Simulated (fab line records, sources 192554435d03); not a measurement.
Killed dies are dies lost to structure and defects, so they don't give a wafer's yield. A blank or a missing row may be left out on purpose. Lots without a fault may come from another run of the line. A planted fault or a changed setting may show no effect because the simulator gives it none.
Which tool did it? | flow n5_finfet | 9 lots, 27 wafers sampled, at 4 steps of a route of 1938

WHAT THE GAUGES READ, wafer by wafer
N5_STI_FIN_REVEAL_INSPECT_13: inspects for defects (darkfield).
lot  | measured    | on                | raw_defect_count
L701 | day 2 14:37 | defect_inspect-02 | 17 8 7
L702 | day 2 20:32 | defect_inspect-01 | 15 3 9
L703 | day 3 02:06 | defect_inspect-02 | 17 7 22
L707 | day 4 02:55 | defect_inspect-02 | 12 11 9
L713 | day 5 15:28 | defect_inspect-01 | 758 664 748
L716 | day 6 07:09 | defect_inspect-02 | 727 726 715
L718 | day 6 18:49 | defect_inspect-02 | 26 6 14
L720 | day 7 09:50 | defect_inspect-02 | 17 11 13
L723 | day 8 04:49 | defect_inspect-01 | 5 8 12

WHICH TOOL RAN EACH LOT (tool, then ch and the chambers of the sampled wafers, then the start)
lot  | N5_FIN_CUT_ETCH_21                | N5_STI_FIN_REVEAL_PRECLEAN_29      | N5_STI_FIN_REVEAL_OXIDATION_31
L701 | rie_diel-02 ch 0,2,3, day 2 04:38 | wet_bench-01 ch 4,5,7, day 2 11:25 | plasma_asher-02 ch 0,1, day 2 13:38
L702 | rie_diel-04 ch 0,1,2, day 2 09:30 | wet_bench-05 ch 2,3,5, day 2 17:31 | plasma_asher-01 ch 0,1, day 2 19:52
L703 | rie_diel-04 ch 0,1,3, day 2 15:35 | wet_bench-01 ch 1,4,5, day 2 23:16 | plasma_asher-01 ch 0,1, day 3 01:28
L707 | rie_diel-02 ch 1,2,3, day 3 17:06 | wet_bench-05 ch 0,4,6, day 4 00:04 | plasma_asher-02 ch 0,1, day 4 02:19
L713 | rie_diel-04 ch 0,1,2, day 5 05:56 | wet_bench-05 ch 1,5,7, day 5 12:37 | plasma_asher-02 ch 1, day 5 14:50
L716 | rie_diel-02 ch 1,2, day 5 21:35   | wet_bench-05 ch 4,6,7, day 6 04:17 | plasma_asher-01 ch 0,1, day 6 06:29
L718 | rie_diel-04 ch 1,2, day 6 08:49   | wet_bench-01 ch 0,1,7, day 6 15:59 | plasma_asher-02 ch 0,1, day 6 18:11
L720 | rie_diel-02 ch 0,3, day 6 22:32   | wet_bench-01 ch 0,1,7, day 7 06:31 | plasma_asher-02 ch 0,1, day 7 08:44
L723 | rie_diel-04 ch 1,2, day 7 18:09   | wet_bench-01 ch 2,3,4, day 8 01:58 | plasma_asher-02 ch 0,1, day 8 04:10
- N5_FIN_CUT_ETCH_21: etches SOC in N2/H2, target depth 219 nm, overetch 43.8 nm, time 523.5 s.
- N5_STI_FIN_REVEAL_PRECLEAN_29: cleans in DHF, time 30 s.
- N5_STI_FIN_REVEAL_OXIDATION_31: chemistry O2 PLASMA REMOTE, time 20 s.

THE ANSWER, worked out from the rows above alone
Rule: what is usual is taken from the lots themselves. Put in order of their means at a reading, lots are off if they are a third of the lots or fewer, leave a main group of 4 or more, and stand apart from it by a gap of 3 or more times the standard deviation of the main group's means; of several such gaps the widest counts. A main group whose means are all the same, to the digits that the tables above print for the reading, isn't used. A lot without any number at a reading at which 4 lots or more have one is off too. The other lots that the step has rows for count as sound.
Off: L713, L716, at N5_STI_FIN_REVEAL_INSPECT_13 (raw_defect_count). The main group: mean 12, standard deviation 2.7.
A tool fits if, at a process step before that reading, it ran every lot that is off, and no sound lot after the first of them. The gauges at N5_STI_FIN_REVEAL_INSPECT_13 are tried like those tools. One fits: wet_bench-05 at N5_STI_FIN_REVEAL_PRECLEAN_29. Its last sound lot is L707 (day 4 00:04), its first lot that is off L713 (day 5 12:37): a fault that began between those two fits.

WHAT THE SIMULATOR HAD PUT IN
Chamber particle source: wet_bench-05, from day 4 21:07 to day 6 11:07, at N5_STI_FIN_REVEAL_PRECLEAN_29. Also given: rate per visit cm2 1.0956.
Lots struck among those shown: L713, L716. The rule above found the same.
